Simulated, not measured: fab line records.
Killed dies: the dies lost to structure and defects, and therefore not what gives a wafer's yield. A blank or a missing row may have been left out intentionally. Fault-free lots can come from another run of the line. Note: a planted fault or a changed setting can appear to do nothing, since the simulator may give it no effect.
Split-lot experiment + flow n5Finfet + route with 1938 steps; 7 lots, 21 wafers read

ABOUT THE SPLIT
At N5_SD_EPI_P_PEB_07 (peb time 60 s), the setting pebTimeS was moved away from the recipe's 60 s on 4 of the 21 wafers read, by -19.0% to +20.4%. All remaining wafers had this setting at the recipe value.

SPLIT TO READING: what lies between them in the file, 1 step
- N5_SD_EPI_P_DEVELOP_08: develop time 30 s

THE READING
At N5_SD_EPI_P_CD_MEAS_09: cdNm in nanometres, against a target cd of 240 nm. A value of 240.3 nm with a standard deviation of 0.84 nm is what fault-free wafers of this fab line usually give.

| wafer  | tool, chamber at the split | pebTimeS as run, s | against the recipe | cdNm, nm | against lot-mates on the recipe |
|--------|----------------------------|--------------------|--------------------|----------|---------------------------------|
| L074.1 | lithoTrack-04, 0           | 60                 | recipe             | 240.0    | -                               |
| L074.2 | lithoTrack-04, 0           | 60                 | recipe             | 241.0    | -                               |
| L074.3 | lithoTrack-04, 0           | 60                 | recipe             | 240.4    | -                               |
| L079.2 | lithoTrack-04, 0           | 60                 | recipe             | 239.5    | -                               |
| L079.3 | lithoTrack-04, 0           | 60                 | recipe             | 238.7    | -                               |
| L079.4 | lithoTrack-04, 0           | 72.24              | +20.4%             | 245.5    | +6.4                            |
| L080.1 | lithoTrack-01, 0           | 60                 | recipe             | 241.4    | -                               |
| L080.2 | lithoTrack-01, 0           | 60                 | recipe             | 240.0    | -                               |
| L080.5 | lithoTrack-01, 0           | 56.42              | -6.0%              | 239.0    | -1.7                            |
| L082.1 | lithoTrack-02, 0           | 60                 | recipe             | 238.8    | -                               |
| L082.3 | lithoTrack-02, 0           | 60                 | recipe             | 240.1    | -                               |
| L082.4 | lithoTrack-02, 0           | 60                 | recipe             | 240.0    | -                               |
| L085.1 | lithoTrack-01, 0           | 60                 | recipe             | 240.3    | -                               |
| L085.3 | lithoTrack-01, 0           | 60                 | recipe             | 240.4    | -                               |
| L085.4 | lithoTrack-01, 0           | 48.61              | -19.0%             | 232.9    | -7.5                            |
| L089.1 | lithoTrack-04, 0           | 60                 | recipe             | 239.9    | -                               |
| L089.3 | lithoTrack-04, 0           | 60                 | recipe             | 240.2    | -                               |
| L089.5 | lithoTrack-04, 0           | 69.68              | +16.1%             | 245.1    | +5.0                            |
| L091.1 | lithoTrack-04, 0           | 60                 | recipe             | 240.0    | -                               |
| L091.2 | lithoTrack-04, 0           | 60                 | recipe             | 241.0    | -                               |
| L091.5 | lithoTrack-04, 0           | 60                 | recipe             | 240.5    | -                               |

FIT RESULTS
A straight line over all 21 wafers: cdNm changes by +0.312 nm for each +1% of pebTimeS; r = +0.95; the points scatter about the line by 0.76 nm.
The same after taking each lot's own level away (the mean of its wafers on the recipe; 21 wafers): +0.34 nm for each +1%; r = +0.98; scatter 0.51 nm.
On that fit, the largest move of pebTimeS shifts the reading by 6.9 nm.
The span of the lots' own levels, 239.10 to 240.70 nm, comes to 1.9 times the standard deviation stated above.
Hence the lot-to-lot level has little effect on the slope; both slopes agree.
Check: +7.18 nm against its lot-mates is what the line predicts for one of the wafers moved furthest among these (+20.4%) when that wafer is left out of the fit. It came out at +6.4 nm against them.

THE WHOLE CHAIN: every reading that the file lists as answering this split, in the file's order
| step                    | what it does                                                | reading                                                        | change (the file's fit)               | r (the file's) |
|-------------------------|-------------------------------------------------------------|----------------------------------------------------------------|---------------------------------------|----------------|
| N5_SD_EPI_P_CD_MEAS_09  | target cd 240 nm                                            | cdNm                                                           | +0.337 nm for each +1% of the setting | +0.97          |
| N5_SD_EPI_P_DESCUM_14   | chemistry O2, time 7.9 s                                    | SD_EPI_P.cdNm (the simulator's own value, which no gauge read) | +0.339 nm for each +1% of the setting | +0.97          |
| N5_SD_EPI_P_ETCH_37     | etches SOC in N2/H2, overetch 108 nm, time 486 s            | SD_EPI_P.cdNm (the simulator's own value, which no gauge read) | +0.305 nm for each +1% of the setting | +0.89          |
| N5_SD_EPI_P_ETCHBACK_46 | etches SiNx in CH3F/O2, stops on SiO2, target depth 17.5 nm | SD_EPI_P.cdNm (the simulator's own value, which no gauge read) | +0.312 nm for each +1% of the setting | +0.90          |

FILE'S OWN FIT
cdNm changes by +0.337 nm for each +1% of pebTimeS, r = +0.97.
